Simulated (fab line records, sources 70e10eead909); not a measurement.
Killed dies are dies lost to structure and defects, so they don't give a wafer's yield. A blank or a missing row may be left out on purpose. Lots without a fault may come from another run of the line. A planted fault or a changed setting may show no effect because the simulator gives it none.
Which tool did it? | flow nand_harc | 6 lots, 18 wafers sampled, at 5 steps of a route of 1302

WHAT THE GAUGES READ, wafer by wafer
NHARC_END_SORT_01.
lot  | measured     | on        | killed_at_array
L243 | day 33 00:58 | prober-02 | 671 669 669

WHICH TOOL RAN EACH LOT (tool, then ch and the chambers of the sampled wafers, then the start)
lot  | NHARC_A_CONTACT_DEP_84        | NHARC_A_CONTACT_DESCUM_13          | NHARC_A_CONTACT_ETCH_31            | NHARC_A_CONTACT_ETCH_138
L225 | acl_dep-03 ch 0, day 23 06:37 | rie_diel-12 ch 2,3, day 23 09:53   | rie_diel-12 ch 1,2, day 23 10:41   | har_cap_etch-01 ch 0,1, day 23 12:10
L228 | acl_dep-03 ch 0, day 25 00:28 | rie_diel-12 ch 1,2,3, day 25 02:52 | rie_diel-12 ch 1,2,3, day 25 03:34 | har_cap_etch-02 ch 0,1, day 25 05:07
L234 | acl_dep-01 ch 0, day 26 12:52 | rie_diel-08 ch 1,3, day 26 15:25   | rie_diel-08 ch 1,3, day 26 16:06   | har_cap_etch-03 ch 1, day 26 17:44
L243 | acl_dep-03 ch 0, day 30 09:16 | rie_diel-08 ch 0,1,3, day 30 11:48 | rie_diel-08 ch 1,2,3, day 30 12:23 | har_cap_etch-03 ch 0,1, day 30 13:56
L244 | acl_dep-03 ch 0, day 31 05:31 | rie_diel-09 ch 1,2,3, day 31 08:01 | rie_diel-09 ch 0,3, day 31 08:47   | har_cap_etch-01 ch 1, day 31 10:20
L246 | acl_dep-03 ch 0, day 32 13:16 | rie_diel-12 ch 1,2,3, day 32 15:38 | rie_diel-12 ch 1,2,3, day 32 16:13 | har_cap_etch-03 ch 0,1, day 32 17:45
- NHARC_A_CONTACT_DEP_84: deposits aC, target thk 2800 nm.
- NHARC_A_CONTACT_DESCUM_13: chemistry O2, time 3 s.
- NHARC_A_CONTACT_ETCH_31: etches the open film in O2/COS, target depth 2800 nm, time 728 s.
- NHARC_A_CONTACT_ETCH_138: etches the open film in C4F8/O2/Ar, time 311 s, target depth 1914 nm.

THE ANSWER, worked out from the rows above alone
Rule: what is usual is taken from the lots themselves. Put in order of their means at a reading, lots are off if they are a third of the lots or fewer, leave a main group of 4 or more, and stand apart from it by a gap of 3 or more times the standard deviation of the main group's means; of several such gaps the widest counts. A main group whose means are all the same, to the digits that the tables above print for the reading, isn't used. A lot without any number at a reading at which 4 lots or more have one is off too. The other lots that the step has rows for count as sound.
No lot is off at any reading shown: from this, nothing can be told.

WHAT THE SIMULATOR HAD PUT IN
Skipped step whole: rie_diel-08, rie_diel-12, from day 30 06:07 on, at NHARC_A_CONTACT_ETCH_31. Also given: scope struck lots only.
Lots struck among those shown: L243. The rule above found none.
